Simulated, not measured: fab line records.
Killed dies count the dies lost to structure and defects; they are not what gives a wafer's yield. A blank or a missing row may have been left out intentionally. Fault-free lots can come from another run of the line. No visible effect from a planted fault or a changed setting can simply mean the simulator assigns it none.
fab line records    flow n5_finfet
record lots=24  wafers=72  last_day=20
route steps=1938 shown BEOL_M0_SAQP@698 BEOL_M0_CUTY@708 BEOL_M0@722
lots with no fault: from the same line, run without faults
start_h: hours from the record's first day to the start of the lot's first wafer shown    wait_h: hours since the lot's step before    " repeats the value in the row above    L1.1+2: one row covering several wafers at once    - no value, or no start was given    * or withheld: withheld    < > ~ a bound
route shown NAME@n: names a module that has steps shown in the file, with the first one's number in the route    usual: average and standard deviation across the fault-free wafers    same: alike in all rows    chamber/n: place in a boat    sites: per-site readings    _std_site: standard deviation across them    _edge_site: inner sites' mean taken away from outer sites' mean    radius_mm: for every site, how far away it sits from the centre of the wafer    mask NAME#n: copy n    behind: tool/chamber where the wafer was last shaped    hold: why the lot went on hold/how many hours it stayed there/how the hold came to an end    device: whichever transistor did not switch (one of n, p or np)    end of line: the tests these same wafers got at the end of their route    where a step has no rows: the recipe by itself    killed: the dies lost at the first sort to structure and to defects; this is not the yield of the wafer    map: the dies of a wafer, with x for killed, . for not killed, _ for no die there
set.NAME: the setting the step ran with; set.NAME@STEP: the setting that earlier step ran with    model.NAME: the simulator's own value behind a step, which no gauge read
the route's steps for a sample of lots (tables are steps, rows are wafers)
services: from which hour (start_h, from the record's first day; less than 0 if before it) a tool's chamber was out of use, for how many hours, and why
## steps
# step N5_BEOL_M0_SAQP_ALD_48
# recipe material=SiO2  target_thk_a=200  temp_c=100  ald_precursor_family=BDEAS  ald_co_reactant=O2-plasma  pulse_time_s=1  co_reactant_pulse_time_s=1  purge_time_s=2  co_reactant_purge_time_s=2  ald_cycles=139  pressure_torr=2
# usual heater_power_w=78/6.9  precursor_pulse_height_rel=1.002/0.022
lot.wafer  tool        chamber  start_h  wait_h  heater_power_w  precursor_pulse_height_rel
L074.2     ald_sin-01  1        113.53   0.1     74              0.997
L074.3     "           0        "        "       76              0.969
L074.5     "           3        "        "       85              0.997
L075.1     ald_sin-03  2        120.37   0.0     86              1.017
L075.5     "           3        "        "       85              0.984
L075.6     "           2        "        "       86              0.999
L076.2     ald_sin-04  2        125.53   0.9     71              1.001
L076.3     "           1        "        "       64              1.037
L076.5     "           1        "        "       64              1.012
L077.4     ald_sin-01  3        131.89   0.0     89              1.017
L077.5     "           3        "        "       86              1.023
L077.6     "           2        "        "       69              0.983
L078.1     ald_sin-03  0        136.26   0.0     81              1.032
L078.2     "           1        "        "       82              1.031
L078.6     "           0        "        "       81              1.029
L079.3     ald_sin-03  0        145.35   0.1     82              0.992
L079.5     "           3        "        "       80              1.019
L079.6     "           0        "        "       82              0.990
L080.3     ald_sin-03  1        148.95   0.0     81              1.030
L080.4     "           3        "        "       82              0.990
L080.6     "           2        "        "       85              1.016
L081.2     ald_sin-04  1        157.00   0.1     64              0.995
L081.5     "           0        "        "       82              1.001
L081.6     "           1        "        "       63              1.002
L082.2     ald_sin-01  3        160.02   0.0     87              0.971
L082.4     "           0        "        "       77              1.024
L082.5     "           3        "        "       86              0.963
L083.2     ald_sin-01  2        171.13   0.0     68              0.960
L083.5     "           1        "        "       74              1.008
L083.6     "           2        "        "       70              1.020
L084.1     ald_sin-01  0        175.44   0.0     79              0.996
L084.3     "           2        "        "       69              0.982
L084.4     "           1        "        "       74              1.004
L085.1     ald_sin-01  0        178.73   0.2     79              0.997
L085.2     "           2        "        "       68              0.980
L085.5     "           0        "        "       77              1.009
L086.2     ald_sin-03  3        186.31   0.8     81              0.991
L086.4     "           1        "        "       81              0.987
L086.6     "           2        "        "       86              0.974
L087.2     ald_sin-04  3        191.68   0.7     70              1.039
L087.5     "           3        "        "       70              1.009
L087.6     "           2        "        "       69              1.010
L088.1     ald_sin-04  3        196.16   0.2     70              1.012
L088.2     "           1        "        "       66              1.029
L088.4     "           3        "        "       71              0.969
L089.1     ald_sin-01  1        203.37   0.2     73              1.025
L089.2     "           0        "        "       78              1.015
L089.6     "           3        "        "       89              0.990
L090.2     ald_sin-01  0        218.65   0.5     76              0.991
L090.4     "           0        "        "       78              0.985
L090.6     "           3        "        "       90              0.970
L091.2     ald_sin-03  2        220.00   0.3     86              1.024
L091.4     "           1        "        "       83              0.986
L091.6     "           0        "        "       80              0.978
L092.3     ald_sin-03  2        224.32   0.0     84              1.018
L092.4     "           1        "        "       82              0.980
L092.5     "           3        "        "       84              1.033
L093.1     ald_sin-03  3        231.66   0.6     83              1.000
L093.2     "           1        "        "       84              0.966
L093.5     "           2        "        "       85              1.012
L094.2     ald_sin-01  0        236.11   0.1     78              0.955
L094.3     "           1        "        "       74              0.979
L094.5     "           1        "        "       74              1.020
L095.1     ald_sin-01  2        241.40   0.4     69              1.034
L095.4     "           3        "        "       87              1.028
L095.5     "           3        "        "       87              1.015
L096.1     ald_sin-01  1        252.50   0.0     73              1.006
L096.4     "           2        "        "       70              0.998
L096.6     "           0        "        "       80              1.014
L097.1     ald_sin-01  1        259.76   0.5     74              0.981
L097.4     "           3        "        "       88              1.026
L097.6     "           3        "        "       89              1.006
# step N5_BEOL_M0_CUTY_CD_MEAS_57
# recipe target_cd_nm=200  landing_energy_ev=500  detector=se_inlens  polarity=line
# usual cd_nm=200.2/0.96
lot.wafer  tool       chamber  start_h  wait_h  cd_nm
L074.2     cd_sem-03  0        114.55   -       200.9
L074.3     "          0        "        "       201.0
L074.5     "          0        "        "       201.0
L075.1     cd_sem-03  0        121.39   -       199.6
L075.5     "          0        "        "       198.7
L075.6     "          0        "        "       198.9
L076.2     cd_sem-01  0        126.43   -       200.1
L076.3     "          0        "        "       200.5
L076.5     "          0        "        "       200.0
L077.4     cd_sem-01  0        132.79   -       200.4
L077.5     "          0        "        "       199.6
L077.6     "          0        "        "       200.7
L078.1     cd_sem-01  0        137.29   -       199.2
L078.2     "          0        "        "       199.6
L078.6     "          0        "        "       200.7
L079.3     cd_sem-01  0        146.37   -       199.0
L079.5     "          0        "        "       200.3
L079.6     "          0        "        "       200.0
L080.3     cd_sem-03  0        149.97   -       200.2
L080.4     "          0        "        "       199.2
L080.6     "          0        "        "       199.7
L081.2     cd_sem-01  0        157.90   -       200.1
L081.5     "          0        "        "       202.0
L081.6     "          0        "        "       201.4
L082.2     cd_sem-01  0        161.04   -       199.9
L082.4     "          0        "        "       200.4
L082.5     "          0        "        "       199.1
L083.2     cd_sem-03  0        172.14   -       200.8
L083.5     "          0        "        "       199.8
L083.6     "          0        "        "       199.8
L084.1     cd_sem-01  0        176.49   -       201.2
L084.3     "          0        "        "       200.9
L084.4     "          0        "        "       200.4
L085.1     cd_sem-01  0        179.75   -       201.0
L085.2     "          0        "        "       200.5
L085.5     "          0        "        "       201.2
L086.2     cd_sem-01  0        187.36   -       201.5
L086.4     "          0        "        "       202.0
L086.6     "          0        "        "       202.0
L087.2     cd_sem-01  0        192.70   -       200.2
L087.5     "          0        "        "       200.9
L087.6     "          0        "        "       201.7
L088.1     cd_sem-01  0        197.17   -       200.7
L088.2     "          0        "        "       200.1
L088.4     "          0        "        "       199.4
L089.1     cd_sem-02  0        204.39   -       200.8
L089.2     "          0        "        "       200.5
L089.6     "          0        "        "       201.3
L090.2     cd_sem-03  0        219.67   -       200.5
L090.4     "          0        "        "       201.1
L090.6     "          0        "        "       201.1
L091.2     cd_sem-02  0        221.03   -       200.3
L091.4     "          0        "        "       199.2
L091.6     "          0        "        "       200.6
L092.3     cd_sem-01  0        225.34   -       197.7
L092.4     "          0        "        "       199.1
L092.5     "          0        "        "       196.5
L093.1     cd_sem-01  0        232.69   -       200.3
L093.2     "          0        "        "       199.5
L093.5     "          0        "        "       198.5
L094.2     cd_sem-02  0        237.13   -       199.7
L094.3     "          0        "        "       198.2
L094.5     "          0        "        "       199.4
L095.1     cd_sem-01  0        242.48   -       199.5
L095.4     "          0        "        "       199.1
L095.5     "          0        "        "       199.0
L096.1     cd_sem-01  0        253.52   -       201.5
L096.4     "          0        "        "       199.2
L096.6     "          0        "        "       200.2
L097.1     cd_sem-01  0        260.65   -       201.2
L097.4     "          0        "        "       200.1
L097.6     "          0        "        "       200.3
# step N5_BEOL_M0_CUTY_OVL_MEAS_58
# recipe points_per_wafer=44
# usual M0_ABLK_OVL=-0.5/0.81
lot.wafer  tool        chamber  start_h  wait_h  M0_ABLK_OVL[nm]
L074.2     overlay-01  0        114.58   0.0     -1.2
L074.3     "           0        "        "       -1.2
L074.5     "           0        "        "       -2.0
L075.1     overlay-01  0        121.42   0.0     -0.1
L075.5     "           0        "        "       -0.8
L075.6     "           0        "        "       -1.3
L076.2     overlay-01  0        126.46   0.0     -0.6
L076.3     "           0        "        "       -0.1
L076.5     "           0        "        "       -0.5
L077.4     overlay-01  0        132.82   0.0     0.7
L077.5     "           0        "        "       0.7
L077.6     "           0        "        "       0.5
L078.1     overlay-01  0        137.35   0.1     -1.6
L078.2     "           0        "        "       -2.9
L078.6     "           0        "        "       -1.7
L079.3     overlay-01  0        146.40   0.0     -1.6
L079.5     "           0        "        "       -0.6
L079.6     "           0        "        "       -1.3
L080.3     overlay-02  0        150.00   0.0     0.1
L080.4     "           0        "        "       -0.4
L080.6     "           0        "        "       -0.8
L081.2     overlay-02  0        157.93   0.0     -0.3
L081.5     "           0        "        "       1.5
L081.6     "           0        "        "       -0.4
L082.2     overlay-01  0        161.07   0.0     0.8
L082.4     "           0        "        "       0.2
L082.5     "           0        "        "       -0.4
L083.2     overlay-01  0        172.17   0.0     -0.9
L083.5     "           0        "        "       -1.1
L083.6     "           0        "        "       -0.6
L084.1     overlay-02  0        176.52   0.0     -1.1
L084.3     "           0        "        "       -0.7
L084.4     "           0        "        "       -0.4
L085.1     overlay-01  0        179.78   0.0     -0.6
L085.2     "           0        "        "       0.8
L085.5     "           0        "        "       0.1
L086.2     overlay-01  0        187.39   0.0     -0.5
L086.4     "           0        "        "       -1.7
L086.6     "           0        "        "       0.3
L087.2     overlay-02  0        192.72   0.0     -0.1
L087.5     "           0        "        "       1.1
L087.6     "           0        "        "       1.6
L088.1     overlay-01  0        197.20   0.0     -0.8
L088.2     "           0        "        "       -0.5
L088.4     "           0        "        "       1.0
L089.1     overlay-01  0        204.42   0.0     -0.7
L089.2     "           0        "        "       -0.9
L089.6     "           0        "        "       -0.4
L090.2     overlay-02  0        219.70   0.0     -0.8
L090.4     "           0        "        "       -1.0
L090.6     "           0        "        "       -1.4
L091.2     overlay-02  0        221.06   0.0     -0.4
L091.4     "           0        "        "       -0.5
L091.6     "           0        "        "       -0.3
L092.3     overlay-02  0        225.36   0.0     -0.6
L092.4     "           0        "        "       -1.4
L092.5     "           0        "        "       -2.1
L093.1     overlay-01  0        232.72   0.0     -0.6
L093.2     "           0        "        "       1.1
L093.5     "           0        "        "       0.3
L094.2     overlay-01  0        237.16   0.0     -0.4
L094.3     "           0        "        "       0.1
L094.5     "           0        "        "       -0.5
L095.1     overlay-02  0        242.51   0.0     -1.6
L095.4     "           0        "        "       -0.7
L095.5     "           0        "        "       -1.5
L096.1     overlay-01  0        253.55   0.0     -1.7
L096.4     "           0        "        "       -0.5
L096.6     "           0        "        "       -0.3
L097.1     overlay-01  0        260.68   0.0     0.3
L097.4     "           0        "        "       -0.6
L097.6     "           0        "        "       0.0
# step N5_BEOL_M0_CUTY_ETCH_62
# recipe chemistry=CF4  target=SiARC  mask_material=CAR-ArF-block  time_s=58.5  ion_energy_ev=80  pressure_mtorr=40  source_w=545  bias_w=36  Ar_flow_sccm=100  cf4_flow_sccm=100  ends=cleared
# usual drypump_motor_current_A=5.49/0.22  etch_rf_on_time_s=58.6/0.85  oes_product_au=0.67/0.062  rf_vpp_V=183.9/1.1  showerhead_plenum_p_Torr=2.13/0.065  throttle_valve_pct=15.56/0.23
lot.wafer  tool         chamber  start_h  wait_h  drypump_motor_current_A  etch_rf_on_time_s  oes_product_au  rf_hours_counter_h  rf_vpp_V  showerhead_plenum_p_Torr  throttle_valve_pct
L074.2     rie_diel-03  3        114.84   0.0     5.25                     58.3               0.77            26                  183.8     2.18                      15.72
L074.3     "            2        "        "       5.60                     58.1               0.67            122                 182.9     1.99                      15.64
L074.5     "            1        "        "       5.43                     58.0               0.80            -                   185.3     2.18                      15.13
L075.1     rie_diel-05  0        121.51   0.0     5.13                     59.2               0.65            146                 184.5     2.23                      15.90
L075.5     "            2        "        "       5.91                     60.4               0.63            -                   183.6     2.14                      15.48
L075.6     "            3        "        "       5.60                     58.8               0.81            -                   183.5     2.19                      15.39
L076.2     rie_diel-03  0        126.64   0.0     5.47                     59.5               0.63            148                 184.2     2.15                      15.58
L076.3     "            3        "        "       5.30                     58.4               0.76            30                  183.0     2.18                      15.74
L076.5     "            2        "        "       5.59                     58.4               0.66            -                   182.3     1.99                      15.67
L077.4     rie_diel-05  1        132.91   0.0     5.54                     59.8               0.59            239                 184.1     2.20                      15.88
L077.5     "            2        "        "       5.92                     60.0               0.62            -                   183.9     2.13                      15.49
L077.6     "            1        "        "       5.57                     59.1               0.59            -                   184.8     2.20                      15.88
L078.1     rie_diel-03  2        138.06   0.0     5.60                     59.3               0.64            131                 182.4     1.99                      15.66
L078.2     "            3        "        "       5.33                     58.6               0.75            35                  184.3     2.18                      15.74
L078.6     "            2        "        "       5.60                     58.9               0.65            -                   180.8     1.99                      15.66
L079.3     rie_diel-06  2        146.49   0.0     5.27                     58.2               0.63            181                 184.0     2.13                      15.43
L079.5     "            2        "        "       5.29                     57.9               0.62            -                   182.8     2.13                      15.42
L079.6     "            1        "        "       5.86                     57.9               0.69            -                   184.9     2.18                      15.19
L080.3     rie_diel-06  2        150.09   0.0     5.23                     58.3               0.62            183                 184.4     2.13                      15.42
L080.4     "            0        "        "       5.54                     58.9               0.64            171                 183.5     2.05                      15.78
L080.6     "            0        "        "       5.55                     58.8               0.64            -                   182.2     2.05                      15.76
L081.2     rie_diel-03  3        158.02   0.0     5.32                     58.6               0.74            41                  184.6     2.18                      15.75
L081.5     "            2        "        "       5.60                     58.9               0.64            -                   182.8     1.98                      15.68
L081.6     "            1        "        "       5.43                     58.0               0.77            -                   183.8     2.18                      15.17
L082.2     rie_diel-06  0        161.16   0.0     5.52                     59.2               0.63            174                 182.1     2.05                      15.78
L082.4     "            2        "        "       5.27                     58.4               0.62            186                 183.6     2.13                      15.44
L082.5     "            1        "        "       5.86                     58.0               0.69            -                   182.6     2.17                      15.21
L083.2     rie_diel-05  3        172.38   0.0     5.59                     58.8               0.77            29                  185.6     2.19                      15.43
L083.5     "            0        "        "       5.12                     58.9               0.64            -                   184.3     2.22                      15.93
L083.6     "            2        "        "       5.89                     60.2               0.61            -                   184.1     2.13                      15.53
L084.1     rie_diel-06  3        176.65   0.0     5.31                     57.8               0.68            126                 184.0     2.15                      15.69
L084.3     "            2        "        "       5.28                     58.2               0.63            192                 184.3     2.13                      15.44
L084.4     "            1        "        "       5.84                     57.6               0.68            85                  183.8     2.17                      15.23
L085.1     rie_diel-06  3        179.87   0.0     5.32                     58.1               0.68            127                 184.5     2.15                      15.69
L085.2     "            2        "        "       5.24                     57.6               0.63            193                 184.8     2.13                      15.46
L085.5     "            0        "        "       5.51                     59.1               0.63            -                   182.1     2.05                      15.79
L086.2     rie_diel-06  0        187.48   0.0     5.52                     59.0               0.63            184                 182.6     2.04                      15.77
L086.4     "            3        "        "       5.32                     58.3               0.68            130                 182.7     2.15                      15.69
L086.6     "            3        "        "       5.28                     57.8               0.68            -                   185.4     2.15                      15.68
L087.2     rie_diel-06  1        192.82   0.0     5.88                     57.6               0.68            90                  183.8     2.17                      15.24
L087.5     "            1        "        "       5.86                     57.8               0.69            -                   185.1     2.17                      15.24
L087.6     "            2        "        "       5.28                     58.1               0.62            -                   183.4     2.13                      15.46
L088.1     rie_diel-03  2        197.30   0.0     5.60                     58.7               0.64            152                 183.1     1.98                      15.71
L088.2     "            3        "        "       5.34                     58.9               0.72            53                  184.8     2.17                      15.79
L088.4     "            0        "        "       5.45                     59.7               0.61            171                 183.1     2.14                      15.63
L089.1     rie_diel-06  3        204.99   0.0     5.33                     57.9               0.68            136                 182.5     2.15                      15.69
L089.2     "            2        "        "       5.26                     58.2               0.61            202                 183.3     2.13                      15.47
L089.6     "            0        "        "       5.50                     58.7               0.62            -                   183.4     2.04                      15.80
L090.2     rie_diel-05  2        220.10   0.0     5.91                     60.5               0.60            214                 183.1     2.12                      15.55
L090.4     "            1        "        "       5.53                     56.8               0.80            13                  186.3     2.19                      15.44
L090.6     "            3        "        "       5.59                     58.6               0.74            -                   183.0     2.18                      15.45
L091.2     rie_diel-05  0        221.15   0.0     5.12                     59.1               0.62            183                 186.7     2.22                      15.98
L091.4     "            3        "        "       5.61                     59.0               0.76            48                  185.2     2.18                      15.48
L091.6     "            1        "        "       5.54                     57.2               0.80            -                   184.0     2.19                      15.46
L092.3     rie_diel-03  2        225.47   0.0     5.59                     59.5               0.62            162                 182.8     1.98                      15.71
L092.4     "            0        "        "       5.43                     59.9               0.61            180                 183.7     2.13                      15.66
L092.5     "            2        "        "       5.60                     59.3               0.63            -                   181.1     1.98                      15.71
L093.1     rie_diel-03  0        232.82   0.0     5.45                     59.7               0.61            182                 183.8     2.13                      15.67
L093.2     "            1        "        "       5.43                     58.4               0.73            59                  185.1     2.17                      15.21
L093.5     "            0        "        "       5.43                     59.5               0.61            -                   184.1     2.13                      15.67
L094.2     rie_diel-03  2        237.25   0.0     5.59                     58.3               0.63            166                 181.9     1.97                      15.73
L094.3     "            3        "        "       5.30                     58.6               0.72            67                  184.8     2.17                      15.79
L094.5     "            0        "        "       5.44                     59.0               0.61            -                   184.1     2.13                      15.66
L095.1     rie_diel-03  2        242.60   0.0     5.62                     59.1               0.62            167                 182.0     1.97                      15.71
L095.4     "            1        "        "       5.42                     58.6               0.73            62                  183.5     2.17                      15.22
L095.5     "            3        "        "       5.33                     58.8               0.71            -                   182.0     2.17                      15.81
L096.1     rie_diel-06  1        253.64   0.0     5.88                     58.4               0.66            111                 184.5     2.16                      15.27
L096.4     "            3        "        "       5.33                     58.5               0.66            154                 184.0     2.14                      15.75
L096.6     "            2        "        "       5.28                     58.3               0.60            -                   183.9     2.12                      15.51
L097.1     rie_diel-05  0        260.89   0.0     5.12                     58.4               0.63            194                 184.7     2.21                      15.98
L097.4     "            1        "        "       5.56                     56.2               0.78            24                  183.6     2.18                      15.46
L097.6     "            1        "        "       5.58                     56.4               0.78            -                   184.5     2.18                      15.47
# step N5_BEOL_M0_STRIP_142
# recipe chemistry=N2/H2  time_s=10  power_w=450  temp_c=40  pressure_mtorr=20  rf_frequency_hz=6e+07  bias_power_w=7  n2_flow_sccm=200  h2_flow_sccm=200
# usual drypump_motor_current_A=5.50/0.24  oes_product_au=0.78/0.069  rf_vpp_V=59.2/0.87  showerhead_plenum_p_Torr=2.54/0.073  temp_c=40.00/0.11  throttle_valve_pct=23.62/0.25
lot.wafer  tool         chamber  start_h  wait_h  drypump_motor_current_A  oes_product_au  rf_hours_counter_h  rf_vpp_V  showerhead_plenum_p_Torr  temp_c  throttle_valve_pct
L074.2     rie_diel-06  2        115.67   0.0     5.29                     0.74            169                 59.6      2.53                      39.93   23.33
L074.3     "            3        "        "       5.33                     0.82            104                 59.4      2.56                      39.87   23.86
L074.5     "            2        "        "       5.30                     0.74            -                   59.6      2.53                      39.85   23.32
L075.1     rie_diel-03  2        124.65   0.0     5.61                     0.78            126                 58.2      2.34                      40.18   23.49
L075.5     "            2        "        "       5.60                     0.77            -                   59.3      2.34                      40.00   23.50
L075.6     "            1        "        "       5.46                     0.92            -                   60.0      2.58                      40.00   23.30
L076.2     rie_diel-03  2        127.39   0.0     5.61                     0.77            127                 58.8      2.34                      40.24   23.48
L076.3     "            3        "        "       5.32                     0.89            31                  60.3      2.58                      39.84   23.78
L076.5     "            1        "        "       5.45                     0.93            -                   59.9      2.58                      40.25   23.29
L077.4     rie_diel-05  1        134.49   0.0     5.56                     0.68            240                 58.9      2.61                      39.91   24.01
L077.5     "            2        "        "       5.90                     0.73            -                   60.5      2.53                      39.91   23.30
L077.6     "            1        "        "       5.57                     0.69            -                   60.8      2.61                      39.81   24.04
L078.1     rie_diel-06  2        139.06   0.0     5.29                     0.74            178                 58.1      2.53                      39.83   23.35
L078.2     "            3        "        "       5.32                     0.81            113                 59.2      2.56                      40.06   23.86
L078.6     "            2        "        "       5.27                     0.74            -                   59.0      2.53                      39.98   23.35
L079.3     rie_diel-05  0        148.27   0.0     5.13                     0.76            155                 60.6      2.64                      39.95   23.87
L079.5     "            2        "        "       5.94                     0.73            -                   58.8      2.52                      40.03   23.31
L079.6     "            1        "        "       5.55                     0.68            -                   59.1      2.61                      40.00   24.02
L080.3     rie_diel-06  3        151.27   0.0     5.32                     0.81            117                 59.1      2.56                      39.86   23.86
L080.4     "            2        "        "       5.29                     0.73            183                 58.9      2.52                      40.03   23.35
L080.6     "            1        "        "       5.89                     0.82            -                   58.9      2.57                      40.16   23.39
L081.2     rie_diel-05  1        161.24   0.0     5.59                     0.68            249                 59.8      2.60                      39.99   24.04
L081.5     "            0        "        "       5.13                     0.76            -                   58.8      2.64                      40.08   23.89
L081.6     "            1        "        "       5.58                     0.68            -                   60.3      2.61                      39.91   24.03
L082.2     rie_diel-06  2        164.08   0.0     5.27                     0.73            187                 59.1      2.52                      40.13   23.35
L082.4     "            3        "        "       5.30                     0.81            121                 60.0      2.56                      39.88   23.87
L082.5     "            1        "        "       5.89                     0.80            -                   59.6      2.57                      39.99   23.40
L083.2     rie_diel-06  1        173.94   0.0     5.87                     0.80            84                  58.1      2.57                      39.92   23.38
L083.5     "            3        "        "       5.32                     0.81            -                   58.4      2.55                      39.98   23.87
L083.6     "            0        "        "       5.52                     0.74            -                   58.7      2.41                      39.88   23.78
L084.1     rie_diel-05  3        178.99   0.0     5.61                     0.91            33                  60.2      2.59                      40.11   23.47
L084.3     "            0        "        "       5.11                     0.74            168                 59.5      2.63                      40.00   23.91
L084.4     "            0        "        "       5.11                     0.75            -                   59.1      2.63                      40.18   23.91
L085.1     rie_diel-06  1        181.68   0.0     5.82                     0.79            87                  59.4      2.56                      40.22   23.41
L085.2     "            2        "        "       5.28                     0.71            194                 58.5      2.52                      39.87   23.35
L085.5     "            0        "        "       5.52                     0.74            -                   59.1      2.41                      39.93   23.77
L086.2     rie_diel-06  3        190.01   0.0     5.32                     0.79            131                 59.5      2.55                      40.10   23.88
L086.4     "            2        "        "       5.30                     0.71            197                 60.4      2.52                      39.95   23.37
L086.6     "            3        "        "       5.30                     0.79            -                   59.2      2.55                      40.05   23.88
L087.2     rie_diel-05  1        195.33   0.0     5.52                     0.96            4                   59.8      2.60                      40.21   23.76
L087.5     "            0        "        "       5.14                     0.75            -                   60.6      2.63                      40.05   23.91
L087.6     "            1        "        "       5.57                     0.97            -                   60.2      2.60                      40.01   23.77
L088.1     rie_diel-06  0        200.55   0.0     5.54                     0.74            187                 57.7      2.41                      40.09   23.79
L088.2     "            1        "        "       5.89                     0.79            93                  59.6      2.56                      39.81   23.41
L088.4     "            3        "        "       5.31                     0.79            134                 57.7      2.55                      40.02   23.88
L089.1     rie_diel-06  2        206.67   0.0     5.27                     0.71            202                 58.9      2.52                      40.01   23.38
L089.2     "            1        "        "       5.90                     0.79            95                  58.3      2.56                      39.98   23.41
L089.6     "            3        "        "       5.35                     0.78            -                   60.0      2.55                      40.19   23.89
L090.2     rie_diel-06  3        223.35   0.0     5.33                     0.78            142                 59.4      2.55                      39.97   23.90
L090.4     "            1        "        "       5.88                     0.78            101                 57.1      2.56                      40.11   23.42
L090.6     "            2        "        "       5.28                     0.71            -                   58.3      2.51                      39.89   23.39
L091.2     rie_diel-03  1        225.15   0.0     5.45                     0.86            57                  57.7      2.57                      40.06   23.35
L091.4     "            2        "        "       5.60                     0.74            162                 59.6      2.33                      40.04   23.53
L091.6     "            1        "        "       5.46                     0.86            -                   57.6      2.57                      40.13   23.34
L092.3     rie_diel-06  0        230.39   0.0     5.55                     0.74            198                 58.9      2.40                      40.04   23.81
L092.4     "            3        "        "       5.35                     0.77            145                 60.4      2.55                      39.97   23.90
L092.5     "            0        "        "       5.52                     0.74            -                   59.6      2.40                      40.02   23.80
L093.1     rie_diel-06  0        236.10   0.0     5.52                     0.73            200                 60.4      2.40                      40.00   23.80
L093.2     "            2        "        "       5.27                     0.71            212                 57.8      2.51                      40.06   23.37
L093.5     "            2        "        "       5.27                     0.70            -                   59.3      2.51                      39.97   23.40
L094.2     rie_diel-05  3        241.99   0.0     5.59                     0.87            53                  57.5      2.58                      40.00   23.50
L094.3     "            0        "        "       5.12                     0.73            188                 61.1      2.63                      39.90   23.93
L094.5     "            0        "        "       5.12                     0.73            -                   59.2      2.63                      40.23   23.92
L095.1     rie_diel-05  0        243.34   0.0     5.13                     0.72            188                 58.7      2.63                      39.87   23.94
L095.4     "            3        "        "       5.62                     0.87            54                  58.8      2.58                      39.88   23.49
L095.5     "            0        "        "       5.12                     0.72            -                   58.0      2.63                      40.13   23.91
L096.1     rie_diel-05  0        258.76   0.0     5.12                     0.73            193                 59.1      2.62                      40.00   23.93
L096.4     "            1        "        "       5.54                     0.91            24                  59.2      2.59                      40.05   23.81
L096.6     "            0        "        "       5.13                     0.73            -                   60.1      2.62                      40.02   23.94
L097.1     rie_diel-06  3        269.15   0.0     5.30                     0.76            159                 60.8      2.54                      39.90   23.91
L097.4     "            1        "        "       5.86                     0.77            116                 60.8      2.55                      40.05   23.45
L097.6     "            3        "        "       5.31                     0.77            -                   58.7      2.54                      39.85   23.92
# step N5_BEOL_M0_ANNEAL_133
# recipe temp_c=400  time_s=60  ambient=vacuum
# usual heater_power_w=780/100
lot.wafer  tool            chamber  start_h  wait_h  heater_power_w
L074.2     pvd_sputter-02  -        118.33   0.0     708
L074.3     "               -        "        "       883
L074.5     "               -        "        "       792
L075.1     pvd_sputter-03  -        127.01   0.0     623
L075.5     "               -        "        "       776
L075.6     "               -        "        "       620
L076.2     pvd_sputter-01  -        130.43   0.0     725
L076.3     "               -        "        "       870
L076.5     "               -        "        "       700
L077.4     pvd_sputter-03  -        135.97   0.0     776
L077.5     "               -        "        "       804
L077.6     "               -        "        "       613
L078.1     pvd_sputter-01  -        142.51   0.0     720
L078.2     "               -        "        "       757
L078.6     "               -        "        "       769
L079.3     pvd_sputter-03  -        151.82   0.0     697
L079.5     "               -        "        "       796
L079.6     "               -        "        "       610
L080.3     pvd_sputter-03  -        154.18   0.0     1022
L080.4     "               -        "        "       617
L080.6     "               -        "        "       1034
L081.2     pvd_sputter-03  -        163.45   0.0     698
L081.5     "               -        "        "       690
L081.6     "               -        "        "       784
L082.2     pvd_sputter-03  -        165.94   0.0     789
L082.4     "               -        "        "       623
L082.5     "               -        "        "       784
L083.2     pvd_sputter-01  -        176.65   0.0     679
L083.5     "               -        "        "       751
L083.6     "               -        "        "       881
L084.1     pvd_sputter-03  -        181.04   0.0     804
L084.3     "               -        "        "       691
L084.4     "               -        "        "       622
L085.1     pvd_sputter-02  -        184.45   0.0     710
L085.2     "               -        "        "       865
L085.5     "               -        "        "       865
L086.2     pvd_sputter-01  -        194.57   0.0     721
L086.4     "               -        "        "       743
L086.6     "               -        "        "       884
L087.2     pvd_sputter-01  -        196.92   0.0     734
L087.5     "               -        "        "       716
L087.6     "               -        "        "       743
L088.1     pvd_sputter-03  -        202.18   0.0     706
L088.2     "               -        "        "       631
L088.4     "               -        "        "       791
L089.1     pvd_sputter-01  -        208.52   0.0     731
L089.2     "               -        "        "       778
L089.6     "               -        "        "       900
L090.2     pvd_sputter-01  -        225.45   0.0     765
L090.4     "               -        "        "       885
L090.6     "               -        "        "       882
L091.2     pvd_sputter-01  -        228.63   0.0     876
L091.4     "               -        "        "       784
L091.6     "               -        "        "       781
L092.3     pvd_sputter-01  -        234.78   0.0     712
L092.4     "               -        "        "       776
L092.5     "               -        "        "       759
L093.1     pvd_sputter-01  -        237.36   0.0     783
L093.2     "               -        "        "       728
L093.5     "               -        "        "       760
L094.2     pvd_sputter-01  -        244.16   0.0     885
L094.3     "               -        "        "       773
L094.5     "               -        "        "       729
L095.1     pvd_sputter-03  -        245.53   0.0     1021
L095.4     "               -        "        "       773
L095.5     "               -        "        "       1037
L096.1     pvd_sputter-01  -        260.37   0.0     761
L096.4     "               -        "        "       768
L096.6     "               -        "        "       872
L097.1     pvd_sputter-01  -        270.66   0.0     785
L097.4     "               -        "        "       898
L097.6     "               -        "        "       865
## services
tool            chamber  start_h  hours  kind
rie_diel-06     1        110.57   8.0    repair
pvd_sputter-01  -        112.49   2.9    repair
ald_sin-03      3        134.81   2.6    repair
ald_sin-04      -        164.23   2.8    pm
rie_diel-05     1        166.89   -      clean
rie_diel-05     1        166.89   -      consumable_replace:focus_ring
ald_sin-01      -        177.63   0.8    pm
ald_sin-04      -        177.68   14.0   pm
ald_sin-04      0        177.68   23.5   vent_cycle
ald_sin-04      1        177.68   14.0   vent_cycle
ald_sin-04      2        177.68   14.0   vent_cycle
ald_sin-04      3        177.68   14.0   vent_cycle
rie_diel-05     2        191.71   1.3    repair
ald_sin-04      -        202.99   58.4   repair
ald_sin-01      2        206.22   3.8    repair
ald_sin-01      1        206.88   1.4    repair
ald_sin-03      1        212.90   5.8    repair
ald_sin-01      1        217.38   7.6    repair
ald_sin-03      3        239.28   4.5    repair
ald_sin-01      2        265.22   4.0    repair
ald_sin-01      -        268.25   14.0   pm
ald_sin-01      0        268.25   14.0   vent_cycle
ald_sin-01      1        268.25   14.0   vent_cycle
ald_sin-01      3        268.25   14.0   vent_cycle
## key
fault none
